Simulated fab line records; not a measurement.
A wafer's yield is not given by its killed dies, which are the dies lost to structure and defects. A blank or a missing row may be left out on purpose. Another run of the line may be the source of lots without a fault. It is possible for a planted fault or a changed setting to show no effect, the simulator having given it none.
A struck lot beside a sound one :: flow n5Finfet :: 39 out of 1938 route steps
Sound: the wafers L400.1, L400.2, L400.6. Struck: wafer L407.4 (L407.1, L407.3, from the same lot, were not struck and are left out); the cause is given at the end.
Per side, at each step with rows, come the tool, then ch with its chambers, and then its first start. Under that, the readings that differ: sound wafers :: struck wafers :: difference of the means :: sigmas: that difference in standard deviations of wafers without a fault.
alike: words and numbers the same on both sides, and readings whose means are apart by under 2 such deviations; not compared: readings that were withheld, readings missing a value for some wafer, numbers with overlapping values and no deviation given by the record, and bounds like >300 which may hide the same value.
Wherever a step has rows on one side only, a row that says differs or no value, or a row with sigmas, the two part there. Numbers that have no deviation but don't overlap get no sigmas and don't part them. A reading missing from all wafers of one side parts the sides only when that side holds two or more wafers.

first, 10 steps without rows for these wafers: N5_BEOL_M1_STRIP_36 (strips in N2/H2); N5_BEOL_M1_TRENCH_ETCH_37 (etches SiOC in C4F6/O2, target depth 55.207 nm, time 29 s); N5_BEOL_M1_ETCH_41 (etches SiCN in CH3F/O2, target depth 31.9 nm, time 57.8 s); N5_BEOL_M1_STRIP_97 (strips in N2/H2, time 10 s); N5_BEOL_M1_HM_STRIP_39 (strips TiN in peroxide tin strip, target depth 25 nm, time 158 s); N5_BEOL_M1_SRD_40 (time 30 s); N5_BEOL_M1_PRECLEAN_42 (cleans in residue remover, time 60 s); N5_BEOL_M1_SRD_43 (time 30 s); N5_BEOL_M1_DEGAS_44 (time 60 s); N5_BEOL_M1_PRE_CLEAN_45 (time 30 s).
N5_BEOL_M1_ALD_84: deposits TaN, pulse time 2 s, purge time 3 s, co reactant purge time 2 s.
  sound on aldMetal-03 ch 0,1,2, day 7 20:04; struck on aldMetal-03 ch 0, day 9 20:05
reading: aldCycles
sound: 30 30 30
struck: 17
difference: -13
sigmas: 
  alike: heaterPowerW, precursorVesselCarrierSccm, precursorVesselTempC
  not compared: model.TaN_of_BEOL_M1_ALD_84.thkNm
then, 26 steps without rows for these wafers: N5_BEOL_M1_SURFACE_TREAT_85; N5_BEOL_M1_CVD_47 (deposits Co from CCTBA/H2, target thk 3 nm, time 223.8 s); N5_BEOL_M1_SPUTTER_48 (material Cu, target thk 4.5 nm, time 8.29 s); N5_BEOL_M1_ANNEAL_49 (time 240 s); N5_BEOL_M1_SPUTTER_79 (material Cu, target thk 4.5 nm, time 8.29 s); N5_BEOL_M1_ANNEAL_80 (time 240 s); N5_BEOL_M1_SPUTTER_81 (material Cu, target thk 4.5 nm, time 8.29 s); N5_BEOL_M1_ANNEAL_82 (time 240 s); N5_BEOL_M1_SPUTTER_86 (material Cu, target thk 4.5 nm, time 8.29 s); N5_BEOL_M1_ANNEAL_87 (time 240 s); N5_BEOL_M1_SPUTTER_88 (material Cu, target thk 4.5 nm, time 8.29 s); N5_BEOL_M1_ANNEAL_89 (time 240 s); N5_BEOL_M1_SPUTTER_90 (material Cu, target thk 4.5 nm, time 8.29 s); N5_BEOL_M1_ANNEAL_91 (time 240 s); N5_BEOL_M1_SPUTTER_92 (material Cu, target thk 4.5 nm, time 8.29 s); N5_BEOL_M1_ANNEAL_93 (time 240 s); N5_BEOL_M1_SPUTTER_94 (material Cu, target thk 4.5 nm, time 8.29 s); N5_BEOL_M1_ANNEAL_95 (time 240 s); N5_BEOL_M1_SPUTTER_96 (material Cu, target thk 4.5 nm, time 8.29 s); N5_BEOL_M1_ECD_50 (material Cu, target thk 300 nm); N5_BEOL_M1_ANNEAL_51 (time 90 s); N5_BEOL_M1_CMP_52 (polishes, stops on SiOC, t overpolish 6.8 s, target thk 40 nm); N5_BEOL_M1_PRE_CLEAN_60 (time 15 s); N5_BEOL_M1_CO_CAP_55 (material Co, precursor CCTBA/H2, target thk 2 nm, time 102.1 s); N5_BEOL_M1_PRE_CLEAN_56 (time 15 s); N5_BEOL_M1_DEP_57 (deposits SiCN from 3MS/NH3, target thk 8 nm, time 14 s).
N5_BEOL_M4_RC_MEAS_101:
  sound on prober-02 ch 0, day 9 13:03; struck on prober-01 ch 0, day 11 13:49
reading: CHAIN_V0 (ohm/link)
sound: 246 242 253
struck: 164
difference: -83
sigmas: -10

reading: CHAIN_V0_max_site (ohm/link)
sound: 251 255 260
struck: 173
difference: -82
sigmas: -9

reading: COMB_M1 (S/m)
sound: 6.2e-11 6.5e-11 4.5e-11
struck: 3.71e-10
difference: +3.14e-10
sigmas: +24

reading: COMB_M1_max_site (S/m)
sound: 7.1e-11 9.1e-11 6.2e-11
struck: 6.48e-10
difference: +5.73e-10
sigmas: +29

reading: DIBL_N (mV/V)
sound: 35.7 34.8 34.8
struck: 38.2
difference: +3.1
sigmas: +2

reading: SERP_M1 (ohm/um)
sound: 203 199 207
struck: 148
difference: -55
sigmas: -4

reading: SERP_M1_max_site (ohm/um)
sound: 218 211 216
struck: 158
difference: -57
sigmas: -4
  alike: DIBL_P, IOFF_N, IOFF_P, ION_N, ION_P, SS_N, SS_P, VT_N, VT_P
-- record jumps: 4 days separate the struck wafers' starts on either side; left off in module BEOL_M4, taken up again in module PASSIVATION, whose first shown step is the route's number 1936 --
N5_PASSIVATION_PROBE_49:
  sound on prober-02, day 14 05:29; struck on prober-02, day 15 11:44
reading: defectLimitedYield (%)
sound: 92.6 89.7 93.3
struck: 73.2
difference: -18.7
sigmas: -13

reading: killed_at_M0_to_M3
sound: 22 43 16
struck: 242
difference: +215
sigmas: +22

reading: killedDies
sound: 87 121 79
struck: 316
difference: +220
sigmas: +14

reading: killedOnRim
sound: 7 23 15
struck: 42
difference: +27
sigmas: +7

reading: sort_bin_4_leakage (%)
sound: 0 0 0
struck: 18.31
difference: +18.31
sigmas: 

reading: sortNPass
sound: 1093 1059 1101
struck: 864
difference: -220
sigmas: -14

reading: sortYieldPct (%)
sound: 92.6 89.7 93.3
struck: 73.2
difference: -18.7
sigmas: -13
  alike: killed_at_M4_up, killedAtContacts, killedAtFrontEnd, killedAtOther, killedOpen, killedShort, sort_bin_5_function, sort_bin_6_memory

WHERE THEY PART
First at N5_BEOL_M4_RC_MEAS_101; last, within this record, at N5_PASSIVATION_PROBE_49.

WHY: what the simulator had put in
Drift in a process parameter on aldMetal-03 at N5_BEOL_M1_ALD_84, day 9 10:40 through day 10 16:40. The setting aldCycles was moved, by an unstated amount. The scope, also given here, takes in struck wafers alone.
